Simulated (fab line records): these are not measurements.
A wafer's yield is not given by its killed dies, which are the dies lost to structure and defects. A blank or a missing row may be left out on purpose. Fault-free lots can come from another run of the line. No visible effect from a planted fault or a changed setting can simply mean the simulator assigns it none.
A single fault, viewed from 2 desks -- flow n5_finfet -- only its own numbers are on each desk; what lay behind them is given at the end

FOR THE TOOL OWNER'S DESK: vapor_etch-02
The tool's own readings at N5_STI_FIN_REVEAL_RECESS_09 (chemistry HF/NH3, target SiO2, afs cycles 11, target depth 42.5 nm, sublimation time 60 s): means of the sampled wafers that have a number, for each lot that ran on this tool. Any lot whose mean is over 4 standard deviations away from the usual mean is out of limits and marked OUT; that distance is given in the brackets.
Columns: A = drypump_motor_current_A at N5_STI_FIN_REVEAL_RECESS_09, usual 5.8 A
lot,first seen here,A
L265,day 3 16:44,5.6
L268,day 4 12:57,5.2
L270,day 5 00:28,5.6
L277,day 6 17:36,5.6
L279,day 7 06:10,5.4
This desk's finding: nothing out of limits on any of the 5 lots.

METROLOGY DESK
What the gauges read, lot by lot, whatever tool the lot ran on: means of the sampled wafers that have a number. Any lot whose mean is over 4 standard deviations away from the usual mean is out of limits and marked OUT; that distance is given in the brackets. 7 of its 18 readings are shown: the first one out of limits and those lying furthest out on some lot.
Columns: A = trench_depth_nm at N5_STI_FIN_REVEAL_FIN_H_MEAS_10, usual 51.9 nm; B = IOFF_N at N5_BEOL_M4_RC_MEAS_101, usual 0.155 nA/um; C = IOFF_N_85C at N5_BEOL_M4_RC_MEAS_101, usual 3.0 nA/um; D = IOFF_P at N5_BEOL_M4_RC_MEAS_101, usual 0.208 nA/um; E = IOFF_P_85C at N5_BEOL_M4_RC_MEAS_101, usual 3.6 nA/um; F = SS_N at N5_BEOL_M4_RC_MEAS_101, usual 71.6 mV/dec; G = SS_P at N5_BEOL_M4_RC_MEAS_101, usual 73.5 mV/dec
lot,first seen here,A,B,C,D,E,F,G
L262,day 3 04:33,52.2,0.152,3.0,0.191,3.3,71.0,72.9
L265,day 3 19:24,52.2,0.165,3.3,0.221,3.9,71.8,73.6
L267,day 4 14:01,51.7,0.163,3.2,0.250,4.2,71.7,73.6
L268,day 4 15:37,52.0,0.147,2.9,0.216,3.8,71.4,73.7
L270,day 5 03:07,52.6,0.141,2.8,0.206,3.7,71.6,73.4
L277,day 6 20:26,46.6 (-7.6) OUT,13.865 (+99 or more) OUT,124.3 (+99 or more) OUT,6.481 (+99 or more) OUT,60.9 (+99 or more) OUT,122.4 (+88) OUT,106.4 (+65) OUT
L279,day 7 08:53,43.1 (-13) OUT,18.327 (+99 or more) OUT,167.4 (+99 or more) OUT,23.279 (+99 or more) OUT,182.4 (+99 or more) OUT,148.5 (+99 or more) OUT,140.2 (+99 or more) OUT
L282,day 8 02:14,50.7,0.162,3.1,0.172,3.1,71.9,73.0
L283,day 8 06:57,51.9,0.152,3.0,0.207,3.6,71.9,73.3
Finding of this desk: L277, L279 out of limits; the first was L277 at day 6 20:28, on trench_depth_nm at N5_STI_FIN_REVEAL_FIN_H_MEAS_10. Within limits: L262, L265, L267, L268, L270, L282, L283.

PUT TOGETHER
At day 6 20:28 the metrology desk could have sounded an alarm, on L277, L279.
Nothing out of limits was seen by the tool owner's desk.
Tool owner's desk: L277, L279 on record, inside its limits.
All the named lots went through N5_STI_FIN_REVEAL_RECESS_09 on vapor_etch-02.

WHAT THE SIMULATOR PUT IN
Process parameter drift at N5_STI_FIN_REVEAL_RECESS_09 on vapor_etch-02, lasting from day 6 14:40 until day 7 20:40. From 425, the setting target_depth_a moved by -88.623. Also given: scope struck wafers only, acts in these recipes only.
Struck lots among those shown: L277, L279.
Hours from the fault's start to each desk's first reading out of limits: the metrology desk, 6.
